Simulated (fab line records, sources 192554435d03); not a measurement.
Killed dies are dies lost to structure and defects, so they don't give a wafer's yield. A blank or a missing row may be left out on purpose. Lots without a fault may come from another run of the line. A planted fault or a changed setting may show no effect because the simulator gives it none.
fab line records | flow n5_finfet | part 1 of 2: steps 1 to 23 of 31
record lots=5 wafers=15 last_day=16
route steps=1938 shown TV_LITHO@1886 TV_OPEN@1887 PAD_METAL@1893 PASSIVATION@1897
lots that met no fault: from a run of the same line without faults
start_h: hours from the record's first day to the start of the lot's first wafer shown | wait_h: hours since the lot's step before | " the same as in the row above | L1.1+2: a row that stands for several wafers | - no value, or no start given | * or withheld: withheld | < > ~ a bound
route shown NAME@n: a module of which the file shows steps, and the number in the route of the first | usual: mean/standard deviation of fault-free wafers | same: alike in all rows | chamber/n: place in a boat | sites: the reading at each site | _std_site: their standard deviation | _edge_site: outer sites' mean less inner sites' | radius_mm: how far each site lies from the wafer's centre | mask NAME#n: copy n | behind: the tool/chamber that last shaped the wafer | hold: why the lot was held/for how many hours/how that ended | device: the transistor (n, p or np) that didn't switch | end of line: the same wafers' tests at the end of the route | a step without rows: its recipe alone | killed: dies lost to structure and defects at the first sort, not the wafer's yield | map: a wafer's dies, x killed, . not, _ none there
set.NAME: the setting as run; set.NAME@STEP: as run at that earlier step | model.NAME: the simulator's own value behind a step, which no gauge read
lots at some steps of the route; a table a step, a row a wafer
services: from which hour (start_h, from the record's first day; less than 0 if before it) a tool's chamber was out of use, for how many hours, and why
## steps
# step N5_PASSIVATION_DESCUM_12
# recipe chemistry=O2 time_s=7.9 source_power_w=50 bias_power_w=20 pressure_mtorr=20 rf_frequency_hz=2.712e+07 temp_c=40 o2_flow_sccm=225
# usual drypump_motor_current_A=5.8/0.4 oes_product_au=0.77/0.093 rf_vpp_V=243.2/1.3 showerhead_plenum_p_Torr=2.09/0.061 throttle_valve_pct=20.51/0.25
# columns lot.wafer tool chamber start_h wait_h drypump_motor_current_A oes_product_au rf_hours_counter_h rf_vpp_V showerhead_plenum_p_Torr throttle_valve_pct
L081.1 rie_diel-06 2 315.98 0.0 5.5 0.75 122 240.9 2.02 20.44
L081.3 " 0 " " 5.4 0.67 231 244.2 2.06 20.91
L081.4 " 3 " " 6.0 0.68 241 241.9 1.97 20.74
L079.1 rie_diel-03 0 330.88 0.2 6.2 0.92 27 243.2 2.15 20.55
L079.5 " 0 " " 6.2 0.92 - 244.5 2.15 20.56
L079.6 " 1 " " 5.8 0.67 - 244.4 2.13 20.51
L085.2 rie_diel-06 1 352.63 0.0 5.3 0.71 193 243.4 2.09 20.65
L085.4 " 0 " " 5.4 0.67 - 243.2 2.06 20.92
L085.5 " 2 " " 5.5 0.75 - 242.2 2.01 20.45
L090.1 rie_diel-06 2 359.76 0.0 5.5 0.74 136 242.8 2.01 20.44
L090.3 " 1 " " 5.3 0.71 196 242.1 2.09 20.65
L090.5 " 0 " " 5.4 0.66 - 243.2 2.06 20.92
L092.1 rie_diel-04 3 386.62 0.0 5.3 0.70 246 245.2 2.15 20.82
L092.2 " 2 " " 6.4 0.90 37 244.7 2.12 20.36
L092.3 " 1 " " 6.3 0.70 207 244.6 2.15 20.42
# step N5_PASSIVATION_PASS_ETCH_74
# recipe chemistry=CF4/O2 target=SiNx target_depth_a=2200 time_s=110 ion_energy_ev=100 pressure_mtorr=40 source_w=535 bias_w=49 Ar_flow_sccm=100 cf4_flow_sccm=100 O2_flow_sccm=10
# usual bias_w=48.99/0.15 drypump_motor_current_A=5.8/0.4 oes_product_au=0.77/0.092 rf_vpp_V=240/3.7 showerhead_plenum_p_Torr=2.20/0.061 throttle_valve_pct=16.06/0.27
# columns lot.wafer tool chamber start_h wait_h bias_w drypump_motor_current_A oes_product_au rf_hours_counter_h rf_vpp_V showerhead_plenum_p_Torr throttle_valve_pct
L081.1 rie_diel-06 2 316.05 0.0 49.06 5.5 0.78 122 239 2.12 15.99
L081.3 " 0 " " 48.95 5.4 0.69 231 244 2.18 16.54
L081.4 " 3 " " 48.92 6.0 0.66 241 234 2.08 16.36
L079.1 rie_diel-03 0 330.95 0.0 48.71 6.2 0.91 27 244 2.24 15.92
L079.5 " 0 " " 48.87 6.2 0.92 - 243 2.24 15.91
L079.6 " 1 " " 49.19 5.7 0.65 - 238 2.27 16.25
L085.2 rie_diel-06 1 352.70 0.0 49.09 5.3 0.69 193 234 2.20 16.10
L085.4 " 0 " " 48.96 5.4 0.68 - 242 2.18 16.57
L085.5 " 2 " " 49.01 5.5 0.77 - 238 2.12 16.01
L090.1 rie_diel-06 2 359.82 0.0 48.85 5.5 0.76 136 238 2.12 16.03
L090.3 " 1 " " 48.82 5.3 0.68 196 235 2.20 16.11
L090.5 " 0 " " 48.83 5.4 0.68 - 244 2.18 16.56
L092.1 rie_diel-04 3 386.69 0.0 48.90 5.3 0.68 246 240 2.25 16.42
L092.2 " 2 " " 49.13 6.5 0.88 37 242 2.23 15.91
L092.3 " 1 " " 49.02 6.3 0.69 207 241 2.27 16.09
# step N5_PASSIVATION_VIA_ETCH_13
# recipe chemistry=CHF3/O2 target=SiO2 target_depth_a=6600 CHF3_flow_sccm=50 O2_flow_sccm=5 Ar_flow_sccm=200 time_s=330 mask_material=PR pressure_mtorr=30 source_w=650 bias_w=170 ion_energy_ev=200 ends=cleared
# usual bias_w=170.0/0.55 drypump_motor_current_A=5.8/0.4 etch_rf_on_time_s=239/7 oes_product_au=0.69/0.082 rf_vpp_V=523/7.6 showerhead_plenum_p_Torr=2.41/0.07 throttle_valve_pct=18.97/0.27
# columns lot.wafer tool chamber start_h wait_h bias_w drypump_motor_current_A etch_rf_on_time_s oes_product_au rf_hours_counter_h rf_vpp_V showerhead_plenum_p_Torr throttle_valve_pct
L081.1 rie_diel-06 2 316.14 0.0 169.3 5.5 228 0.70 122 520 2.32 18.87
L081.3 " 0 " " 170.7 5.4 234 0.62 231 531 2.38 19.40
L081.4 " 3 " " 170.6 6.0 241 0.61 242 512 2.28 19.25
L079.1 rie_diel-03 0 331.04 0.0 170.3 6.2 230 0.82 27 529 2.46 18.91
L079.5 " 0 " " 170.1 6.2 236 0.82 - 530 2.46 18.92
L079.6 " 1 " " 170.6 5.8 254 0.59 - 516 2.47 19.06
L085.2 rie_diel-06 1 352.79 0.0 170.1 5.3 250 0.62 193 512 2.41 19.09
L085.4 " 0 " " 169.3 5.4 240 0.61 - 530 2.38 19.41
L085.5 " 2 " " 170.1 5.5 238 0.69 - 519 2.32 18.91
L090.1 rie_diel-06 2 359.92 0.0 170.0 5.5 237 0.69 136 521 2.32 18.90
L090.3 " 1 " " 171.1 5.3 248 0.63 196 512 2.41 19.10
L090.5 " 0 " " 170.1 5.4 238 0.62 - 529 2.38 19.42
L092.1 rie_diel-04 3 386.78 0.0 170.2 5.3 236 0.63 246 521 2.47 19.29
L092.2 " 2 " " 169.8 6.4 223 0.81 37 528 2.44 18.84
L092.3 " 1 " " 169.1 6.3 238 0.63 207 522 2.51 19.07
# step N5_PASSIVATION_STRIP_14
# recipe chemistry=O2 power_w=600 temp_c=60 pressure_mtorr=30 rf_frequency_hz=6e+07 bias_power_w=0 overash_fraction=0.5 o2_flow_sccm=225
# usual drypump_motor_current_A=5.8/0.4 oes_product_au=0.77/0.093 rf_vpp_V=3.7/0.95 showerhead_plenum_p_Torr=2.09/0.061 throttle_valve_pct=16.75/0.26
# columns lot.wafer tool chamber start_h wait_h drypump_motor_current_A oes_product_au rf_hours_counter_h rf_vpp_V showerhead_plenum_p_Torr throttle_valve_pct
L081.1 rie_diel-06 2 316.34 0.1 5.4 0.76 122 5.3 2.02 16.68
L081.3 " 0 " " 5.4 0.68 231 4.2 2.07 17.15
L081.4 " 3 " " 6.0 0.67 242 4.2 1.97 17.04
L079.1 rie_diel-03 0 331.24 0.1 6.2 0.92 27 4.2 2.15 16.72
L079.5 " 0 " " 6.1 0.92 - 3.6 2.15 16.70
L079.6 " 1 " " 5.7 0.66 - 3.2 2.14 16.82
L085.2 rie_diel-06 1 352.99 0.1 5.3 0.71 193 4.2 2.10 16.83
L085.4 " 0 " " 5.4 0.67 - 3.0 2.06 17.18
L085.5 " 2 " " 5.5 0.75 - 4.5 2.02 16.72
L090.1 rie_diel-06 2 360.11 0.1 5.5 0.75 136 2.1 2.02 16.72
L090.3 " 1 " " 5.3 0.71 196 4.7 2.09 16.83
L090.5 " 0 " " 5.4 0.66 - 4.6 2.06 17.19
L092.1 rie_diel-04 3 386.98 0.1 5.3 0.70 246 5.1 2.15 17.13
L092.2 " 2 " " 6.4 0.90 37 2.8 2.12 16.59
L092.3 " 1 " " 6.4 0.70 207 7.3 2.15 16.74
# step N5_PASSIVATION_ETCH_15
# recipe chemistry=CF4/N2 target=SiCN target_depth_a=750 taper_deg=2 time_s=81.2 ion_energy_ev=150 mask_material=SiNx pressure_mtorr=40 source_w=430 bias_w=70 Ar_flow_sccm=100 cf4_flow_sccm=60 n2_flow_sccm=60
# usual bias_w=70.00/0.2 drypump_motor_current_A=5.8/0.4 oes_product_au=0.77/0.092 rf_vpp_V=382.2/1.8 showerhead_plenum_p_Torr=2.20/0.063 throttle_valve_pct=15.52/0.26
# columns lot.wafer tool chamber start_h wait_h bias_w drypump_motor_current_A oes_product_au rf_hours_counter_h rf_vpp_V showerhead_plenum_p_Torr throttle_valve_pct
L081.1 rie_diel-06 2 - - 70.09 5.5 0.78 122 380.9 2.13 15.45
L081.3 " 0 " " 69.82 5.4 0.69 231 380.4 2.18 15.95
L081.4 " 3 " " 69.94 6.0 0.67 242 378.5 2.08 15.84
L079.1 rie_diel-03 0 - - 70.20 6.2 0.91 27 383.3 2.25 15.38
L079.5 " 0 " " 70.10 6.2 0.91 - 383.7 2.25 15.40
L079.6 " 1 " " 69.99 5.7 0.64 - 384.0 2.27 15.71
L085.2 rie_diel-06 1 - - 70.00 5.3 0.68 193 381.9 2.20 15.56
L085.4 " 0 " " 70.00 5.4 0.69 - 382.7 2.17 15.98
L085.5 " 2 " " 69.51 5.5 0.77 - 380.7 2.12 15.47
L090.1 rie_diel-06 2 - - 69.86 5.5 0.77 136 379.2 2.12 15.45
L090.3 " 1 " " 69.67 5.3 0.68 196 382.9 2.20 15.58
L090.5 " 0 " " 70.19 5.4 0.68 - 381.3 2.17 15.98
L092.1 rie_diel-04 3 - - 70.09 5.3 0.69 246 383.1 2.26 15.89
L092.2 " 2 " " 69.95 6.4 0.89 38 383.8 2.24 15.37
L092.3 " 1 " " 70.03 6.3 0.69 207 384.6 2.28 15.59
# step N5_PASSIVATION_STRIP_73
# recipe chemistry=post_etch_residue_remover time_s=60 temp_c=25 remover_ph=withheld remover_water_wt_pct=withheld remover_fluoride_wt_pct=withheld
# columns lot.wafer tool chamber start_h wait_h
L081.1+3+4 wet_bench-01 5,1,6 316.49 -
L079.1+5+6 wet_bench-05 1,4,7 331.39 -
L085.2+4+5 wet_bench-03 4,5,2 353.15 -
L090.1+3+5 wet_bench-03 0,3,2 360.27 -
L092.1+2+3 wet_bench-01 2,1,3 387.13 -
# step N5_PASSIVATION_SRD_17
# recipe time_s=30 temp_c=23 rinse_liquid=diw dry=n2_spin spin_rpm=1500 dry_time_s=30
# usual do_supply_ppb=9.99/0.11
# same dry_time_s=30
# columns lot.wafer tool chamber start_h wait_h do_supply_ppb
L081.1 wet_bench-01 5 316.51 0.0 10.01
L081.3 " 1 " " 9.94
L081.4 " 6 " " 10.17
L079.1 wet_bench-05 1 331.41 0.0 9.86
L079.5 " 4 " " 9.91
L079.6 " 7 " " 10.10
L085.2 wet_bench-03 4 353.17 0.0 9.81
L085.4 " 5 " " 9.84
L085.5 " 2 " " 10.04
L090.1 wet_bench-03 0 360.29 0.0 9.82
L090.3 " 3 " " 9.92
L090.5 " 2 " " 10.02
L092.1 wet_bench-01 2 387.15 0.0 9.94
L092.2 " 1 " " 10.00
L092.3 " 3 " " 10.01
# step N5_PASSIVATION_DEGAS_18
# recipe ambient=vacuum temp_c=300 time_s=60
# usual heater_power_w=468/51
# columns lot.wafer tool chamber start_h wait_h heater_power_w
L081.1 pvd_sputter-03 - 316.76 0.2 405
L081.3 " - " " 409
L081.4 " - " " 435
L079.1 pvd_sputter-03 - 331.80 0.4 435
L079.5 " - " " 419
L079.6 " - " " 406
L085.2 pvd_sputter-01 - 353.83 0.7 584
L085.4 " - " " 482
L085.5 " - " " 447
L090.1 pvd_sputter-03 - 360.80 0.5 408
L090.3 " - " " 443
L090.5 " - " " 496
L092.1 pvd_sputter-02 - 388.07 0.9 406
L092.2 " - " " 488
L092.3 " - " " 429
# step N5_PASSIVATION_PRE_CLEAN_19
# recipe gas=H2/He time_s=* temp_c=*
# usual heater_power_w=469/52
# columns lot.wafer tool chamber start_h wait_h heater_power_w
L081.1 pvd_sputter-03 - 316.81 0.0 417
L081.3 " - " " 406
L081.4 " - " " 442
L079.1 pvd_sputter-03 - 331.85 0.0 442
L079.5 " - " " 425
L079.6 " - " " 414
L085.2 pvd_sputter-01 - 353.87 0.0 585
L085.4 " - " " 481
L085.5 " - " " 459
L090.1 pvd_sputter-03 - 360.84 0.0 411
L090.3 " - " " 442
L090.5 " - " " 488
L092.1 pvd_sputter-02 - 388.11 0.0 404
L092.2 " - " " 472
L092.3 " - " " 418
# step N5_PASSIVATION_SPUTTER_20
# recipe material=TaN target_thk_a=500 temp_c=25 chamber_pressure_pa=0.4
# usual throttle_valve_pct=30.2/0.98
# columns lot.wafer tool chamber start_h wait_h throttle_valve_pct
L081.1 pvd_sputter-03 - 316.85 0.0 31.8
L081.3 " - " " 31.1
L081.4 " - " " 29.2
L079.1 pvd_sputter-03 - 331.89 0.0 29.3
L079.5 " - " " 31.8
L079.6 " - " " 30.7
L085.2 pvd_sputter-01 - 353.91 0.0 29.5
L085.4 " - " " 31.0
L085.5 " - " " 30.0
L090.1 pvd_sputter-03 - 360.88 0.0 30.4
L090.3 " - " " 29.1
L090.5 " - " " 29.7
L092.1 pvd_sputter-02 - 388.15 0.0 27.8
L092.2 " - " " 29.8
L092.3 " - " " 31.7
# step N5_PASSIVATION_AL_DEP_21
# recipe material=Al target_thk_a=28000 temp_c=400 time_s=170 power_w=30000 chamber_pressure_pa=0.4 gas=Ar
# usual throttle_valve_pct=30.1/0.97
# columns lot.wafer tool chamber start_h wait_h throttle_valve_pct
L081.1 pvd_sputter-03 - 316.97 0.1 31.7
L081.3 " - " " 31.0
L081.4 " - " " 29.1
L079.1 pvd_sputter-03 - 332.00 0.1 29.6
L079.5 " - " " 31.8
L079.6 " - " " 30.6
L085.2 pvd_sputter-01 - 354.01 0.1 29.6
L085.4 " - " " 30.5
L085.5 " - " " 29.7
L090.1 pvd_sputter-03 - 360.98 0.1 30.5
L090.3 " - " " 29.1
L090.5 " - " " 29.6
L092.1 pvd_sputter-02 - 388.25 0.1 28.0
L092.2 " - " " 29.3
L092.3 " - " " 31.6
# step N5_PASSIVATION_HMDS_23
# recipe time_s=60 temp_c=120
# columns lot.wafer tool chamber start_h wait_h
L081.1+3+4 litho_track-03 0 317.17 0.1
L079.1+5+6 litho_track-05 0 332.21 0.1
L085.2+4+5 litho_track-05 0 354.20 0.1
L090.1+3+5 litho_track-03 0 361.16 0.1
L092.1+2+3 litho_track-03 0 388.45 0.1
# step N5_PASSIVATION_COAT_24
# recipe spin_rpm=3000 resist_thk_nm=withheld
# columns lot.wafer tool chamber start_h wait_h
L081.1+3+4 litho_track-03 0 - -
L079.1+5+6 litho_track-05 0 - -
L085.2+4+5 litho_track-05 0 - -
L090.1+3+5 litho_track-03 0 - -
L092.1+2+3 litho_track-03 0 - -
# step N5_PASSIVATION_EBR_26
# recipe solvent=PGMEA ebr_width_mm=1.5
# columns lot.wafer tool chamber start_h wait_h
L081.1+3+4 litho_track-03 0 - -
L079.1+5+6 litho_track-05 0 - -
L085.2+4+5 litho_track-05 0 - -
L090.1+3+5 litho_track-03 0 - -
L092.1+2+3 litho_track-03 0 - -
# step N5_PASSIVATION_SOFTBAKE_25
# recipe temp_c=100 time_s=90
# columns lot.wafer tool chamber start_h wait_h
L081.1+3+4 litho_track-03 0 - -
L079.1+5+6 litho_track-05 0 - -
L085.2+4+5 litho_track-05 0 - -
L090.1+3+5 litho_track-03 0 - -
L092.1+2+3 litho_track-03 0 - -
# step N5_PASSIVATION_EXPOSE_27
# recipe mask_id=PAD na=0.55 source_shape=conventional sigma_outer=0.8 polarization=unpolarized defocus_nm=0 dose_mj=32.3
# usual focus_offset_nm=-0.2/0.57
# columns lot.wafer tool chamber start_h wait_h mask focus_offset_nm
L081.1 krf_scanner-01 0 317.28 - PAD#0 -0.9
L081.3 " 0 " " PAD#0 0.2
L081.4 " 0 " " PAD#0 -0.5
L079.1 krf_scanner-01 0 332.32 - PAD#0 -0.4
L079.5 " 0 " " PAD#0 -0.6
L079.6 " 0 " " PAD#0 -1.0
L085.2 krf_scanner-02 0 354.31 - PAD#0 -0.4
L085.4 " 0 " " PAD#0 -0.5
L085.5 " 0 " " PAD#0 0.0
L090.1 krf_scanner-02 0 361.27 - PAD#0 -0.8
L090.3 " 0 " " PAD#0 0.1
L090.5 " 0 " " PAD#0 -0.2
L092.1 krf_scanner-02 0 388.56 - PAD#0 -0.3
L092.2 " 0 " " PAD#0 0.4
L092.3 " 0 " " PAD#0 0.2
# step N5_PASSIVATION_PEB_28
# recipe peb_temp_c=withheld peb_time_s=*
# columns lot.wafer tool chamber start_h wait_h
L081.1+3+4 litho_track-05 0 317.34 0.1
L079.1+5+6 litho_track-05 0 332.37 0.1
L085.2+4+5 litho_track-04 0 354.36 0.0
L090.1+3+5 litho_track-03 0 361.33 0.1
L092.1+2+3 litho_track-03 0 388.62 0.1
# step N5_PASSIVATION_DEVELOP_29
# recipe develop_time_s=60 rinse_liquid=diw dry=air_spin dev_temp_c=21
# columns lot.wafer tool chamber start_h wait_h
L081.1+3+4 litho_track-05 0 - -
L079.1+5+6 litho_track-05 0 - -
L085.2+4+5 litho_track-04 0 - -
L090.1+3+5 litho_track-03 0 - -
L092.1+2+3 litho_track-03 0 - -
# step N5_PASSIVATION_HARDBAKE_31
# recipe temp_c=130 time_s=120
# columns lot.wafer tool chamber start_h wait_h
L081.1+3+4 litho_track-05 0 - -
L079.1+5+6 litho_track-05 0 - -
L085.2+4+5 litho_track-04 0 - -
L090.1+3+5 litho_track-03 0 - -
L092.1+2+3 litho_track-03 0 - -
# step N5_PASSIVATION_CD_MEAS_30
# recipe target_cd_nm=4000 landing_energy_ev=500 detector=se_inlens polarity=opening
# usual cd_nm=4000.1/1.7
# columns lot.wafer tool chamber start_h wait_h cd_nm
L081.1 cd_sem-02 0 317.46 - 4001.3
L081.3 " 0 " " 4000.0
L081.4 " 0 " " 4002.7
L079.1 cd_sem-01 0 332.49 - 4001.7
L079.5 " 0 " " 3998.8
L079.6 " 0 " " 4003.0
L085.2 cd_sem-01 0 354.48 - 3998.8
L085.4 " 0 " " 3998.4
L085.5 " 0 " " 3998.3
L090.1 cd_sem-01 0 361.45 - 3998.3
L090.3 " 0 " " 3997.2
L090.5 " 0 " " 3996.7
L092.1 cd_sem-03 0 388.74 - 3997.2
L092.2 " 0 " " 3996.7
L092.3 " 0 " " 3999.7
# step N5_PASSIVATION_OVL_MEAS_63
# recipe points_per_wafer=44
# usual PAD_OVL=4/5.2
# columns lot.wafer tool chamber start_h wait_h PAD_OVL[nm]
L081.1 overlay-02 0 317.49 0.0 2
L081.3 " 0 " " -4
L081.4 " 0 " " 2
L079.1 overlay-01 0 332.52 0.0 8
L079.5 " 0 " " 7
L079.6 " 0 " " 4
L085.2 overlay-01 0 354.51 0.0 2
L085.4 " 0 " " 3
L085.5 " 0 " " 3
L090.1 overlay-02 0 361.48 0.0 5
L090.3 " 0 " " 1
L090.5 " 0 " " -4
L092.1 overlay-02 0 388.77 0.0 5
L092.2 " 0 " " 3
L092.3 " 0 " " 6
# step N5_PASSIVATION_INSPECT_64
# recipe mode=adi inspect_instrument=macro
# usual raw_defect_count=2.0/1.3
# columns lot.wafer tool chamber start_h wait_h raw_defect_count
L081.1 defect_inspect-01 - 317.51 0.0 2
L081.3 " - " " 1
L081.4 " - " " 1
L079.1 defect_inspect-02 - 332.55 0.0 1
L079.5 " - " " 4
L079.6 " - " " 2
L085.2 defect_inspect-01 - 354.54 0.0 0
L085.4 " - " " 1
L085.5 " - " " 2
L090.1 defect_inspect-02 - 361.50 0.0 2
L090.3 " - " " 2
L090.5 " - " " 5
L092.1 defect_inspect-02 - 388.79 0.0 2
L092.2 " - " " 2
L092.3 " - " " 4
# step N5_PASSIVATION_DESCUM_32
# recipe chemistry=O2 time_s=7.9 source_power_w=50 bias_power_w=20 pressure_mtorr=20 rf_frequency_hz=2.712e+07 temp_c=40 o2_flow_sccm=225
# usual drypump_motor_current_A=5.9/0.47 oes_product_au=0.83/0.077 rf_vpp_V=243.9/1.3 showerhead_plenum_p_Torr=2.14/0.074 throttle_valve_pct=20.3/0.3
# columns lot.wafer tool chamber start_h wait_h drypump_motor_current_A oes_product_au rf_hours_counter_h rf_vpp_V showerhead_plenum_p_Torr throttle_valve_pct
L081.1 rie_diel-01 2 317.55 0.0 4.9 0.68 238 240.7 1.98 20.5
L081.3 " 1 " " 6.1 0.77 143 243.7 2.19 20.6
L081.4 " 0 " " 6.8 0.70 217 242.6 2.07 20.6
L079.1 rie_diel-02 2 332.58 0.0 5.6 0.76 138 243.9 2.09 20.4
L079.5 " 2 " " 5.6 0.76 - 242.7 2.09 20.4
L079.6 " 1 " " 6.5 0.84 - 244.9 2.19 20.0
L085.2 rie_diel-02 3 355.25 0.7 6.0 0.85 88 244.0 2.22 20.7
L085.4 " 2 " " 5.6 0.76 144 242.9 2.08 20.4
L085.5 " 2 " " 5.6 0.76 - 242.2 2.08 20.4
L090.1 rie_diel-02 1 361.54 0.0 6.5 0.82 86 245.4 2.19 20.0
L090.3 " 3 " " 6.0 0.84 90 244.6 2.22 20.7
L090.5 " 1 " " 6.5 0.82 - 244.4 2.19 20.0
L092.1 rie_diel-05 1 388.83 0.0 6.5 0.89 23 240.6 2.03 19.7
L092.2 " 3 " " 6.2 0.86 52 245.4 2.24 20.3
L092.3 " 2 " " 5.6 0.95 7 243.5 2.14 20.4
